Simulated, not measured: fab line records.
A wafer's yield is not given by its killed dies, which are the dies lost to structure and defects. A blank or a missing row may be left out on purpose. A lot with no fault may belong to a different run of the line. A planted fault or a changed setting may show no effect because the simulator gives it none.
fab line records	flow n5Finfet
record: lots: 10	wafers: 27	lastDay: 17
route steps=1938 shown FIN_CUT@168 STI_FIN_REVEAL@183 BEOL_M4@1111 PASSIVATION@1936
lots with no fault: from the same line, run without faults
startH: hours from the record's first day to the start of the lot's first wafer shown	waitH: hours from the lot's prior step to this one	" repeats the value in the row above	L1.1+2: one row covering several wafers at once	- no value, or no start given	* or withheld: withheld	< > ~ a bound
route shown NAME@n: a module of which the file shows steps, and the number in the route of the first	usual: mean/standard deviation of fault-free wafers	same: alike in all rows	chamber/n: place in a boat	sites: readings site by site	_std_site: how widely they spread, as a standard deviation	_edge_site: the outer-site mean with the inner-site mean subtracted	radiusMm: for every site, how far away it sits from the centre of the wafer	mask NAME#n: copy n	behind: tool/chamber where the wafer was last shaped	hold: what put the lot on hold/how long, in hours/how the hold closed	device: which transistor (n, p or np) failed to switch	end of line: the same wafers' tests at the end of the route	a step without rows: its recipe alone	killed: at the first sort, the dies lost to defects and structure; wafer yield is something else	map: the dies of a wafer, with x for killed, . for not killed, _ for no die there
set.NAME: setting as actually run; set.NAME@STEP: the setting as run at that earlier step	model.NAME: the simulator's own value behind a step, which no gauge read
steps of the route over a sample of lots; a table a step, a row a wafer
services: from which hour (startH, from the record's first day; less than 0 if before it) a tool's chamber was out of use, for how many hours, and why
== steps ==
step: N5_FIN_CUT_ETCH_20
recipe: chemistry: CF4	target: SiARC	targetDepthA: 260	maskMaterial: CAR-EUV	timeS: 43.3	ionEnergyEv: 80	pressureMtorr: 40	sourceW: 545	biasW: 36	Ar_flow_sccm: 100	cf4FlowSccm: 100	ends: cleared
usual: drypumpMotorCurrentA: 5.9/0.33	etchRfOnTimeS: 43.0/1.1	oesProductAu: 0.66/0.062	rfVppV: 184.1/1.2	showerheadPlenumPTorr: 2.14/0.062	throttleValvePct: 15.67/0.25
lot.wafer	tool	chamber	startH	waitH	drypumpMotorCurrentA	etchRfOnTimeS	oesProductAu	rfHoursCounterH	rfVppV	showerheadPlenumPTorr	throttleValvePct
L866.2	rieDiel-05	0	31.97	0.0	5.6	43.5	0.66	152	182.4	2.13	15.66
L866.5	"	0	"	"	5.5	43.7	0.66	-	184.6	2.13	15.68
L866.6	"	3	"	"	6.1	44.7	0.65	-	184.7	2.21	15.54
L869.1	rieDiel-02	2	51.16	0.0	6.1	43.7	0.60	207	182.8	2.05	15.83
L869.4	"	1	"	"	6.6	43.8	0.64	136	184.2	2.14	15.64
L869.6	"	0	"	"	5.6	44.2	0.64	-	185.8	2.22	15.62
L872.4	rieDiel-02	3	69.12	0.0	6.1	42.4	0.60	223	185.1	2.22	16.25
L872.5	"	2	"	"	6.1	42.8	0.60	-	182.7	2.04	15.85
L872.6	"	3	"	"	6.1	42.7	0.60	-	185.6	2.22	16.26
L874.3	rieDiel-05	3	80.86	0.0	6.1	44.0	0.64	153	185.0	2.20	15.56
L874.4	"	0	"	"	5.5	44.4	0.65	168	182.3	2.13	15.71
L874.6	"	1	"	"	5.5	41.0	0.70	-	181.9	2.06	15.69
L876.3	rieDiel-02	0	95.24	0.0	5.6	43.3	0.64	159	185.7	2.21	15.65
L876.6	"	1	"	"	6.5	43.9	0.64	-	182.4	2.13	15.69
L878.2	rieDiel-02	2	106.52	0.0	6.1	44.4	0.58	225	183.2	2.04	15.88
L878.6	"	3	"	"	6.1	42.4	0.59	-	184.1	2.21	16.30
L882.3	rieDiel-02	2	129.99	0.0	6.1	43.2	0.59	233	183.0	2.04	15.88
L882.6	"	0	"	"	5.6	43.3	0.63	-	184.2	2.21	15.67
L885.1	rieDiel-01	3	147.25	0.0	5.9	43.6	0.64	163	183.4	2.06	15.73
L885.4	"	2	"	"	5.6	43.1	0.79	-	183.8	2.18	15.28
L885.6	"	1	"	"	6.2	42.3	0.68	-	183.2	2.14	15.36
L887.2	rieDiel-05	3	158.37	0.0	6.1	44.5	0.62	173	185.0	2.20	15.60
L887.4	"	0	"	"	5.5	44.5	0.63	189	184.6	2.12	15.76
L887.5	"	2	"	"	5.7	42.3	0.77	-	182.0	2.10	15.31
L888.2	rieDiel-02	2	165.81	0.0	6.1	43.4	0.58	245	182.6	2.03	15.89
L888.5	"	1	"	"	6.5	44.0	0.62	-	184.1	2.12	15.73
L888.6	"	2	"	"	6.1	43.6	0.57	-	183.9	2.03	15.90
step: N5_STI_FIN_REVEAL_ALD_00
recipe: material: SiO2	targetThkA: 10	tempC: 300	aldPrecursorFamily: BDEAS	aldCoReactant: O2-plasma	pulseTimeS: 1	pressureTorr: 2
usual: heaterPowerW: 470/52	precursorPulseHeightRel: 0.999/0.02
lot.wafer	tool	chamber	startH	waitH	heaterPowerW	precursorPulseHeightRel
L866.2	aldSin-02	2	32.87	0.0	456	0.966
L866.5	"	0	"	"	462	1.019
L866.6	"	3	"	"	431	0.992
L869.1	aldSin-03	0	52.37	0.3	394	1.030
L869.4	"	2	"	"	428	1.001
L869.6	"	1	"	"	503	0.973
L872.4	aldSin-03	3	70.38	0.4	477	0.984
L872.5	"	3	"	"	496	1.002
L872.6	"	0	"	"	389	0.998
L874.3	aldSin-03	2	81.78	0.0	428	1.003
L874.4	"	3	"	"	490	1.026
L874.6	"	2	"	"	417	1.012
L876.3	aldSin-02	2	96.15	0.0	459	1.015
L876.6	"	3	"	"	433	1.036
L878.2	aldSin-01	2	107.42	0.0	366	0.973
L878.6	"	1	"	"	528	0.965
L882.3	aldSin-01	0	130.98	0.0	503	1.009
L882.6	"	0	"	"	495	1.009
L885.1	aldSin-01	3	148.14	0.0	529	0.993
L885.4	"	2	"	"	361	1.007
L885.6	"	0	"	"	506	0.961
L887.2	aldSin-03	0	159.57	0.2	393	1.027
L887.4	"	2	"	"	423	0.997
L887.5	"	1	"	"	502	0.973
L888.2	aldSin-02	0	166.70	0.0	459	1.003
L888.5	"	1	"	"	566	0.966
L888.6	"	0	"	"	452	1.020
step: N5_STI_FIN_REVEAL_CMP_04
recipe: stopOn: Si3N4	tOverpolishS: 4	downForcePsi: 2	platenRpm: 54.18	postCmpClean: alkalineBrush	padVelocityMS: 1.078	targetThkNm: 131.83
usual: motorCurrentA: 7.9/0.46	overpolishRunS: 3.999/0.0086	timeToEndpointS: 104/6
lot.wafer	tool	chamber	startH	waitH	motorCurrentA	overpolishRunS	timeToEndpointS
L866.2	cmp-03	2	38.04	0.1	8.0	3.997	110
L866.6	"	0	"	"	7.5	3.996	101
L866.5	"	1	"	"	7.8	4.008	105
L869.1	cmp-03	0	57.50	0.1	8.0	3.995	100
L869.4	"	2	"	"	7.7	3.977	104
L869.6	"	0	"	"	7.5	3.997	100
L872.4	cmp-04	1	75.64	0.0	8.0	4.017	96
L872.6	"	1	"	"	7.9	4.014	100
L872.5	"	2	"	"	8.7	4.001	100
L874.3	cmp-04	3	86.87	0.0	8.2	4.008	107
L874.4	"	0	"	"	8.2	4.015	107
L874.6	"	3	"	"	8.3	3.997	107
L876.3	cmp-04	2	101.24	0.0	8.5	4.002	102
L876.6	"	2	"	"	8.2	4.001	51
L878.2	cmp-04	0	112.59	0.1	7.9	4.008	105
L878.6	"	2	"	"	8.2	4.004	56
L882.3	cmp-04	1	136.15	0.1	7.9	4.003	101
L882.6	"	0	"	"	8.0	3.993	60
L885.4	cmp-02	1	153.27	0.1	7.7	3.997	94
L885.1	"	2	"	"	8.4	3.999	105
L885.6	"	0	"	"	6.8	3.998	95
L887.2	cmp-03	3	164.88	0.2	7.4	3.986	115
L887.4	"	0	"	"	7.6	3.985	110
L887.5	"	3	"	"	8.2	4.005	115
L888.2	cmp-03	2	171.86	0.1	7.9	3.994	112
L888.5	"	1	"	"	7.9	4.002	109
L888.6	"	2	"	"	7.9	3.995	108
step: N5_STI_FIN_REVEAL_THK_MEAS_05
usual: thkNm: 131.3/1.4
lot.wafer	tool	chamber	startH	waitH	thkNm
L866.2	filmMetro-02	-	38.26	-	133.4
L866.5	"	-	"	"	132.1
L866.6	"	-	"	"	131.8
L869.1	filmMetro-02	-	57.75	-	129.8
L869.4	"	-	"	"	132.9
L869.6	"	-	"	"	129.3
L872.4	filmMetro-01	-	75.94	-	129.7
L872.5	"	-	"	"	130.4
L872.6	"	-	"	"	130.5
L874.3	filmMetro-02	-	87.16	-	133.3
L874.4	"	-	"	"	131.5
L874.6	"	-	"	"	133.2
L876.3	filmMetro-02	-	101.54	-	129.7
L876.6	"	-	"	"	126.7
L878.2	filmMetro-02	-	112.81	-	130.7
L878.6	"	-	"	"	126.4
L882.3	filmMetro-01	-	136.37	-	130.5
L882.6	"	-	"	"	129.0
L885.1	filmMetro-02	-	153.53	-	132.3
L885.4	"	-	"	"	128.4
L885.6	"	-	"	"	130.0
L887.2	filmMetro-02	-	165.13	-	133.5
L887.4	"	-	"	"	131.9
L887.5	"	-	"	"	133.9
L888.2	filmMetro-01	-	172.11	-	130.9
L888.5	"	-	"	"	132.6
L888.6	"	-	"	"	131.2
step: N5_STI_FIN_REVEAL_RECESS_09
recipe: chemistry: HF/NH3	target: SiO2	afsCycles: 11	targetDepthA: 425	tempC: 30	sublimationTempC: 180	sublimationTimeS: 60
usual: drypumpMotorCurrentA: 5.85/0.21	tempC: 30.02/0.11
lot.wafer	tool	chamber	startH	waitH	drypumpMotorCurrentA	tempC
L866.2	vaporEtch-02	1	38.93	0.0	5.47	30.01
L866.5	"	1	39.99	1.1	5.48	30.02
L866.6	"	0	"	"	5.76	29.98
L869.1	vaporEtch-02	0	58.25	0.0	5.78	30.09
L869.4	"	0	"	"	5.78	29.82
L869.6	"	0	"	"	5.81	29.96
L872.4	vaporEtch-01	0	77.13	0.6	6.05	29.98
L872.5	"	0	"	"	6.06	30.16
L872.6	"	1	"	"	5.89	30.01
L874.3	vaporEtch-01	0	88.18	0.6	6.05	30.09
L874.4	"	1	"	"	5.93	30.09
L874.6	"	0	"	"	6.05	30.02
L876.3	vaporEtch-02	1	102.56	0.6	5.46	30.06
L876.6	"	0	"	"	5.81	29.94
L878.2	vaporEtch-01	1	113.56	0.0	5.92	30.11
L878.6	"	0	114.62	1.1	6.04	30.09
L882.3	vaporEtch-01	1	137.65	0.7	5.91	30.05
L882.6	"	1	"	"	5.89	29.96
L885.1	vaporEtch-02	1	154.02	0.0	5.44	30.16
L885.4	"	0	"	"	5.80	30.22
L885.6	"	0	"	"	5.79	30.20
L887.2	vaporEtch-01	1	165.82	0.0	5.95	29.90
L887.4	"	1	"	"	5.99	30.04
L887.5	"	0	"	"	6.06	29.81
L888.2	vaporEtch-01	0	172.65	0.0	6.04	29.80
L888.5	"	1	173.71	1.1	5.92	29.91
L888.6	"	0	"	"	6.04	29.85
step: N5_BEOL_M4_RC_MEAS_101
usual: DIBL_N: 37.5/1.9	DIBL_P: 37.3/2.4	IOFF_N: 0.18/0.038	IOFF_P: 0.23/0.045	ION_N: 677/11	ION_P: 464/8.1	SS_N: 72.0/0.68	SS_P: 73.5/0.77	VT_N: 249/3.3	VT_P: -249/3.6
lot.wafer	tool	chamber	startH	waitH	DIBL_N[mV/V]	DIBL_P[mV/V]	IOFF_N[nA/um]	IOFF_P[nA/um]	ION_N[uA/um]	ION_P[uA/um]	SS_N[mV/dec]	SS_P[mV/dec]	VT_N[mV]	VT_P[mV]
L866.2	prober-01	0	163.33	0.2	38.4	37.3	0.22	0.24	688	468	72.3	74.0	242	-247
L866.5	"	0	"	"	36.5	36.1	0.17	0.21	667	460	71.8	73.1	248	-253
L866.6	"	0	"	"	39.9	39.5	0.24	0.27	679	461	72.8	74.7	245	-247
L869.1	prober-02	0	188.25	0.0	35.6	35.8	0.12	0.18	663	458	71.6	72.7	257	-254
L869.4	"	0	"	"	39.6	39.9	0.19	0.25	674	467	72.5	74.1	251	-246
L869.6	"	0	"	"	39.7	39.8	0.20	0.24	679	464	72.7	74.1	249	-252
L872.4	prober-01	0	212.22	0.5	35.6	35.0	0.16	0.25	682	478	71.4	74.2	247	-246
L872.5	"	0	"	"	38.9	37.3	0.21	0.29	692	481	71.5	74.3	248	-244
L872.6	"	0	"	"	38.5	36.6	0.21	0.26	687	469	72.3	74.1	248	-245
L874.3	prober-02	0	222.27	0.3	37.2	37.5	0.18	0.25	673	469	71.4	73.7	250	-247
L874.4	"	0	"	"	37.7	37.4	0.19	0.24	674	467	72.3	74.2	252	-247
L874.6	"	0	"	"	37.5	37.3	0.17	0.23	669	461	71.2	74.2	249	-249
L876.3	prober-01	0	227.90	0.3	36.1	34.1	0.14	0.19	677	456	71.5	72.6	254	-249
L876.6	"	0	"	"	38.8	37.5	0.20	0.28	687	474	72.0	73.6	248	-244
L878.2	prober-02	0	245.76	0.2	34.8	34.9	0.13	0.18	673	458	70.5	72.1	254	-250
L878.6	"	0	"	"	38.5	39.7	0.19	0.25	685	471	71.4	73.7	248	-248
L882.3	prober-01	0	275.87	0.7	37.7	40.0	0.19	0.29	687	478	71.9	74.0	248	-243
L882.6	"	0	"	"	38.4	40.1	0.21	0.32	680	476	71.7	73.3	246	-243
L885.1	prober-02	0	293.19	0.0	38.6	39.3	0.18	0.24	681	464	71.8	74.7	247	-250
L885.4	"	0	"	"	39.7	40.5	0.23	0.26	683	463	72.4	74.5	244	-249
L885.6	"	0	"	"	40.7	41.6	0.23	0.27	692	470	72.7	74.2	245	-249
L887.2	prober-02	0	300.38	0.2	38.9	38.9	0.22	0.25	682	458	72.6	73.9	248	-249
L887.4	"	0	"	"	36.0	36.7	0.15	0.21	675	466	71.9	72.7	249	-248
L887.5	"	0	"	"	34.5	36.0	0.13	0.20	664	462	71.6	73.4	253	-250
L888.2	prober-02	0	307.99	0.2	41.6	42.9	0.28	0.37	705	480	72.5	75.0	243	-242
L888.5	"	0	"	"	37.2	36.3	0.17	0.24	670	462	71.4	73.9	249	-245
L888.6	"	0	"	"	38.0	37.6	0.17	0.23	670	462	72.1	73.2	251	-251
step: N5_PASSIVATION_PROBE_49
usual: defectLimitedYield: 91.2/1.5	killed_at_M0_to_M3: 31/10	killed_at_M4_up: 15/5.9	killedAtContacts: 13/6	killedAtFrontEnd: 41/11	killedAtOther: 4/3.1	killedDies: 104/18	killedOpen: 68/13	killedShort: 33/8.1	sort_bin_4_leakage: 0.00/0.03	sort_bin_5_function: 5.1/1.1	sort_bin_6_memory: 3.2/0.69	sort_bin_8_speed: 0.01/0.045	sortNPass: 1076/18
same: grossDies: 1180	killedAtBackSide: 0
lot.wafer	tool	chamber	startH	waitH	defectLimitedYield[%]	killed_at_M0_to_M3	killed_at_M4_up	killedAtContacts	killedAtFrontEnd	killedAtOther	killedDies	killedOpen	killedShort	sort_bin_4_leakage[%]	sort_bin_5_function[%]	sort_bin_6_memory[%]	sort_bin_8_speed[%]	sortNPass
L866.2	prober-02	-	275.52	0.9	93.1	21	12	13	30	5	81	56	25	0	3.6	3.1	0	1099
L866.5	prober-02	-	275.67	1.1	89.4	40	12	23	44	6	125	93	31	0	6.8	3.5	0	1055
L866.6	prober-02	-	275.72	1.1	89.3	42	25	18	41	0	126	90	33	0	6.5	3.9	0	1054
L869.1	prober-01	-	290.25	0.0	91.3	20	24	11	44	4	103	70	33	0	4.6	4.0	0	1077
L869.4	prober-01	-	290.40	0.2	89.3	31	11	20	59	5	126	82	34	0	5.9	3.9	0	1054
L869.6	prober-01	-	290.50	0.3	92.9	23	15	17	29	0	84	54	29	0	4.2	2.6	0	1096
L874.3	prober-02	-	310.64	0.1	90.2	43	15	14	40	4	116	76	40	0	5.9	3.6	0	1064
L874.4	prober-02	-	310.69	0.2	93.7	36	5	6	25	2	74	51	22	0	2.7	3.4	0	1106
L874.6	prober-02	-	310.79	0.3	90.7	31	21	14	42	2	110	72	38	0	5.5	3.4	0	1070
L872.4	prober-02	-	316.26	0.2	92.5	16	19	5	44	4	88	48	40	0	3.7	3.4	0	1092
L872.5	prober-02	-	316.31	0.2	91.4	23	16	15	40	7	101	60	39	0	5.5	3.1	0	1079
L872.6	prober-02	-	316.36	0.3	92.5	17	14	17	38	3	89	58	29	0	3.9	3.5	0	1091
L876.3	prober-01	-	329.68	0.1	90.1	25	15	20	55	2	117	70	45	0	6.0	3.6	0	1063
L876.6	prober-01	-	329.83	0.3	90.0	39	18	9	51	1	118	74	43	0	6.4	3.1	0	1062
L878.2	prober-01	-	345.49	0.1	93.1	26	12	10	28	5	81	56	24	0	4.3	2.3	0	1099
L878.6	prober-01	-	345.69	0.3	91.7	28	21	0	40	9	98	66	32	0	4.7	3.5	0	1082
L882.3	prober-01	-	379.16	0.1	90.8	37	20	21	29	1	108	71	34	0	5.2	3.5	0.25	1072
L882.6	prober-01	-	379.31	0.3	91.2	40	11	12	39	2	104	74	22	0	5.1	3.0	0	1076
L885.1	prober-01	-	389.96	0.0	93.6	28	12	7	29	0	76	46	25	0	3.7	2.5	0	1104
L885.4	prober-01	-	390.11	0.2	90.8	33	15	6	54	0	108	70	34	0	5.0	3.8	0	1072
L885.6	prober-01	-	390.21	0.3	91.4	49	12	6	32	3	102	70	30	0	5.7	2.6	0	1078
L887.2	prober-02	-	401.13	0.1	88.5	45	7	22	59	3	136	96	40	0	6.6	4.4	0	1044
L887.4	prober-02	-	401.23	0.2	90.2	46	10	10	43	7	116	63	49	0	5.5	3.6	0	1064
L887.5	prober-02	-	401.28	0.2	91.1	37	7	10	50	1	105	63	41	0	5.3	3.1	0	1075
L888.2	prober-01	-	406.60	0.1	91.8	21	18	16	41	1	97	64	25	0.17	4.7	2.8	0.08	1081
L888.5	prober-01	-	406.75	0.2	92.4	19	16	13	42	0	90	61	26	0	4.6	2.7	0	1090
L888.6	prober-01	-	406.80	0.3	92.1	19	12	10	49	3	93	61	24	0	4.8	2.8	0	1087
killed by level:class
L866.2 MOL_CONTACT_COAG:geometricParticle:open=10 BEOL_M3:geometricParticle:open=10 BEOL_M0:geometricParticle:open=7 FIN_SAQP:geometricParticle:open=6 STARTING-WAFER:geometricParticle:open=4 STARTING-WAFER:geometricParticle:short=4 FIN_SAQP:geometricParticle:short=3 DUMMY_GATE:geometricParticle:short=3
L866.5 MOL_CONTACT_COAG:geometricParticle:open=19 BEOL_M3:geometricParticle:open=16 FIN_SAQP:geometricParticle:open=13 STI_FIN_REVEAL:geometricParticle:open=8 BEOL_M4:geometricParticle:open=7 FIN_SAQP:geometricParticle:short=5 MOL_CONTACT_COAG:geometricParticle:short=4 BEOL_M0:geometricParticle:open=4
L866.6 BEOL_M3:geometricParticle:open=19 FIN_SAQP:geometricParticle:open=14 MOL_CONTACT_COAG:geometricParticle:open=14 BEOL_M4:geometricParticle:open=11 FIN_SAQP:geometricParticle:short=10 BEOL_M0:geometricParticle:open=6 BEOL_M4:geometricParticle:short=5 STI_FIN_REVEAL:geometricParticle:open=5
L869.1 FIN_SAQP:geometricParticle:short=9 STI_FIN_REVEAL:geometricParticle:open=9 BEOL_M0_SAQP:geometricParticle:open=9 MOL_CONTACT_COAG:geometricParticle:open=8 BEOL_M4:geometricParticle:open=8 FIN_SAQP:geometricParticle:open=6 BEOL_M0_SAQP:geometricParticle:short=5 BEOL_M7:geometricParticle:open=5
L869.4 MOL_CONTACT_COAG:geometricParticle:open=19 STI_FIN_REVEAL:geometricParticle:open=13 FIN_SAQP:geometricParticle:open=11 GATE_CUT:geometricParticle:short=9 BEOL_M0_SAQP:geometricParticle:open=8 BEOL_M2:geometricParticle:open=7 HKMG_FIN:areaEtch=7 FIN_SAQP:geometricParticle:short=5
L869.6 MOL_CONTACT_COAG:geometricParticle:open=11 BEOL_M0_SAQP:geometricParticle:open=8 FIN_SAQP:geometricParticle:open=6 MOL_CONTACT_COAG:geometricParticle:short=6 BEOL_M0_SAQP:geometricParticle:short=6 GATE_CUT:geometricParticle:short=5 FIN_SAQP:geometricParticle:short=4 STI_FIN_REVEAL:geometricParticle:open=4
L874.3 FIN_SAQP:geometricParticle:open=13 BEOL_M0_SAQP:geometricParticle:open=13 MOL_CONTACT_COAG:geometricParticle:open=11 BEOL_M0_SAQP:geometricParticle:short=9 BEOL_M3:geometricParticle:open=8 FIN_SAQP:geometricParticle:short=6 BEOL_M4:geometricParticle:open=6 BEOL_M3:geometricParticle:short=5
L874.4 BEOL_M3:geometricParticle:open=16 BEOL_M0_SAQP:geometricParticle:open=6 FIN_SAQP:geometricParticle:open=5 STI_FIN_REVEAL:geometricParticle:open=4 GATE_CUT:geometricParticle:short=4 MOL_CONTACT_COAG:geometricParticle:open=4 BEOL_M1:geometricParticle:open=4 BEOL_M4:geometricParticle:open=4
L874.6 FIN_SAQP:geometricParticle:open=16 FIN_SAQP:geometricParticle:short=11 MOL_CONTACT_COAG:geometricParticle:open=10 BEOL_M3:geometricParticle:open=10 BEOL_M4:geometricParticle:open=7 BEOL_M0_SAQP:geometricParticle:short=5 MOL_CONTACT_COAG:geometricParticle:short=4 BEOL_M1:geometricParticle:short=4
L872.4 FIN_SAQP:geometricParticle:short=13 FIN_SAQP:geometricParticle:open=9 BEOL_M4:geometricParticle:short=8 STI_FIN_REVEAL:geometricParticle:open=6 BEOL_M4:geometricParticle:open=5 GATE_CUT:geometricParticle:short=4 MOL_CONTACT_COAG:geometricParticle:open=4 BEOL_M2:geometricParticle:open=4
L872.5 FIN_SAQP:geometricParticle:open=12 FIN_SAQP:geometricParticle:short=11 MOL_CONTACT_COAG:geometricParticle:open=9 BEOL_M3:geometricParticle:open=7 BEOL_M4:geometricParticle:open=6 MOL_CONTACT_COAG:geometricParticle:short=6 BEOL_M4:geometricParticle:short=6 BEOL_M1:geometricParticle:open=4
L872.6 MOL_CONTACT_COAG:geometricParticle:open=15 FIN_SAQP:geometricParticle:short=7 FIN_SAQP:geometricParticle:open=7 BEOL_M2:geometricParticle:open=6 GATE_CUT:geometricParticle:short=5 BEOL_M1:geometricParticle:open=5 STARTING-WAFER:geometricParticle:open=4 STI_FIN_REVEAL:geometricParticle:open=3
L876.3 FIN_SAQP:geometricParticle:short=16 MOL_CONTACT_COAG:geometricParticle:open=16 FIN_SAQP:geometricParticle:open=12 GATE_CUT:geometricParticle:short=11 BEOL_M4:geometricParticle:open=8 STI_FIN_REVEAL:geometricParticle:open=5 BEOL_M0_SAQP:geometricParticle:short=5 BEOL_M1:geometricParticle:open=5
L876.6 FIN_SAQP:geometricParticle:short=16 BEOL_M0:geometricParticle:open=12 GATE_CUT:geometricParticle:short=9 FIN_SAQP:geometricParticle:open=8 MOL_CONTACT_COAG:geometricParticle:open=8 BEOL_M3:geometricParticle:open=7 BEOL_M2:geometricParticle:open=6 STI_FIN_REVEAL:geometricParticle:open=5
L878.2 MOL_CONTACT_COAG:geometricParticle:open=8 BEOL_M2:geometricParticle:open=8 STI_FIN_REVEAL:geometricParticle:open=7 BEOL_M2:geometricParticle:short=7 FIN_SAQP:geometricParticle:open=6 BEOL_M0:geometricParticle:open=6 BEOL_M4:geometricParticle:open=5 STI_FIN_REVEAL:geometricParticle:short=4
L878.6 FIN_SAQP:geometricParticle:open=11 FIN_SAQP:geometricParticle:short=9 BEOL_M0_SAQP:geometricParticle:open=9 BEOL_M4:geometricParticle:open=9 BEOL_M2:geometricParticle:open=7 BEOL_M0_SAQP:geometricParticle:short=5 BEOL_M5:geometricParticle:open=5 STI_FIN_REVEAL:geometricParticle:open=4
L882.3 MOL_CONTACT_COAG:geometricParticle:open=17 FIN_SAQP:geometricParticle:short=8 BEOL_M4:geometricParticle:open=8 BEOL_M2:geometricParticle:open=8 BEOL_M3:geometricParticle:open=7 BEOL_M5:geometricParticle:open=6 FIN_SAQP:geometricParticle:open=5 BEOL_M0_SAQP:geometricParticle:short=5
L882.6 STI_FIN_REVEAL:geometricParticle:open=11 MOL_CONTACT_COAG:geometricParticle:open=10 BEOL_M2:geometricParticle:open=10 FIN_SAQP:geometricParticle:open=9 BEOL_M3:geometricParticle:open=8 BEOL_M0_SAQP:geometricParticle:open=6 HKMG_FIN:areaEtch=6 BEOL_M1:geometricParticle:open=5
L885.1 BEOL_M1:geometricParticle:open=9 STI_FIN_REVEAL:geometricParticle:open=5 MOL_CONTACT_COAG:geometricParticle:open=5 BEOL_M0_SAQP:geometricParticle:open=5 GATE_CUT:geometricParticle:short=4 BEOL_M0_SAQP:geometricParticle:short=4 STARTING-WAFER:geometricParticle:short=4 SPACER0:geometricParticle:open=3
L885.4 FIN_SAQP:geometricParticle:open=16 GATE_CUT:geometricParticle:short=11 GATE_CUT:geometricParticle:open=7 MOL_CONTACT_COAG:geometricParticle:open=6 BEOL_M0_SAQP:geometricParticle:open=5 BEOL_M1:geometricParticle:open=5 BEOL_M2:geometricParticle:open=5 BEOL_M3:geometricParticle:open=5
L885.6 BEOL_M0_SAQP:geometricParticle:open=17 BEOL_M0_SAQP:geometricParticle:short=8 GATE_CUT:geometricParticle:open=7 FIN_SAQP:geometricParticle:open=6 GATE_CUT:geometricParticle:short=5 MOL_CONTACT_COAG:geometricParticle:open=5 BEOL_M0:geometricParticle:open=4 BEOL_M1:geometricParticle:open=4
L887.2 MOL_CONTACT_COAG:geometricParticle:open=19 STI_FIN_REVEAL:geometricParticle:open=16 FIN_SAQP:geometricParticle:open=11 BEOL_M0_SAQP:geometricParticle:open=11 BEOL_M0_SAQP:geometricParticle:short=10 FIN_SAQP:geometricParticle:short=8 BEOL_M2:geometricParticle:open=8 DUMMY_GATE:geometricParticle:open=7
L887.4 BEOL_M0_SAQP:geometricParticle:open=12 FIN_SAQP:geometricParticle:short=9 BEOL_M2:geometricParticle:open=8 BEOL_M0_SAQP:geometricParticle:short=8 STI_FIN_REVEAL:geometricParticle:open=7 GATE_CUT:geometricParticle:short=7 MOL_CONTACT_COAG:geometricParticle:open=7 STARTING-WAFER:geometricParticle:short=5
L887.5 GATE_CUT:geometricParticle:short=11 FIN_SAQP:geometricParticle:open=8 FIN_SAQP:geometricParticle:short=8 BEOL_M0_SAQP:geometricParticle:open=8 BEOL_M2:geometricParticle:open=7 MOL_CONTACT_COAG:geometricParticle:open=7 BEOL_M0_SAQP:geometricParticle:short=6 BEOL_M0:geometricParticle:open=5
L888.2 MOL_CONTACT_COAG:geometricParticle:open=15 DUMMY_GATE:geometricParticle:open=8 BEOL_M3:geometricParticle:open=7 BEOL_M4:geometricParticle:open=7 FIN_SAQP:geometricParticle:short=6 BEOL_M1:geometricParticle:open=6 FIN_SAQP:geometricParticle:open=5 GATE_CUT:geometricParticle:short=5
L888.5 STI_FIN_REVEAL:geometricParticle:open=11 MOL_CONTACT_COAG:geometricParticle:open=10 BEOL_M4:geometricParticle:open=7 DUMMY_GATE:geometricParticle:open=6 FIN_SAQP:geometricParticle:open=5 GATE_CUT:geometricParticle:short=4 STARTING-WAFER:geometricParticle:short=4 BEOL_M1:geometricParticle:open=4
L888.6 FIN_SAQP:geometricParticle:open=13 MOL_CONTACT_COAG:geometricParticle:open=7 FIN_SAQP:geometricParticle:short=6 STI_FIN_REVEAL:geometricParticle:open=6 DUMMY_GATE:geometricParticle:open=6 GATE_CUT:geometricParticle:open=5 GATE_CUT:geometricParticle:short=4 BEOL_M4:geometricParticle:open=4
== services ==
tool	chamber	startH	hours	kind
aldSin-01	2	10.14	7.5	repair
cmp-04	-	13.55	4.0	pm
aldSin-01	-	13.78	0.8	pm
rieDiel-01	-	16.20	2.8	pm
rieDiel-05	2	21.79	7.6	repair
aldSin-03	0	38.40	13.5	repair
cmp-02	-	43.26	4.0	pm
rieDiel-01	2	46.94	4.6	repair
rieDiel-05	-	61.62	1.0	repair
rieDiel-02	-	73.65	0.8	repair
cmp-04	-	81.89	0.6	repair
aldSin-03	3	83.03	11.2	repair
vaporEtch-02	-	109.85	28.1	pm
cmp-03	-	114.92	5.2	pm
cmp-04	-	123.04	2.1	repair
rieDiel-05	-	126.82	0.3	repair
aldSin-02	-	127.09	6.1	pm
cmp-02	-	130.62	2.9	repair
vaporEtch-01	-	134.86	0.5	repair
cmp-02	-	153.46	31.7	pm
rieDiel-02	3	154.69	-	clean
rieDiel-02	1	166.73	11.3	repair
cmp-03	-	168.10	0.7	repair
rieDiel-01	-	169.77	0.6	repair
== key ==
firstSign: step: N5_STI_FIN_REVEAL_CMP_04	reading: timeToEndpointS	direction: down	sigmas: 8.1	usual: *	struck: *
effect: step: N5_STI_FIN_REVEAL_THK_MEAS_05	reading: thkNm	direction: down	sigmas: 2.8	usual: *	struck: *
metAt N5_STI_FIN_REVEAL_CMP_04
struckLots L876,L878,L882
struckWafers L876.6,L878.6,L882.6
notActingAt N5_FIN_CUT_ETCH_20,N5_STI_FIN_REVEAL_ALD_00,N5_STI_FIN_REVEAL_RECESS_09
onsetBetween 86.87 101.24
fault: kind: processParameterDrift	tool: cmp-04	chamber: -	onsetH: 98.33	steps: N5_STI_FIN_REVEAL_CMP_04	channel: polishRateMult	offset: 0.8	shape: step	endH: 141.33	scope: struckWafersOnly
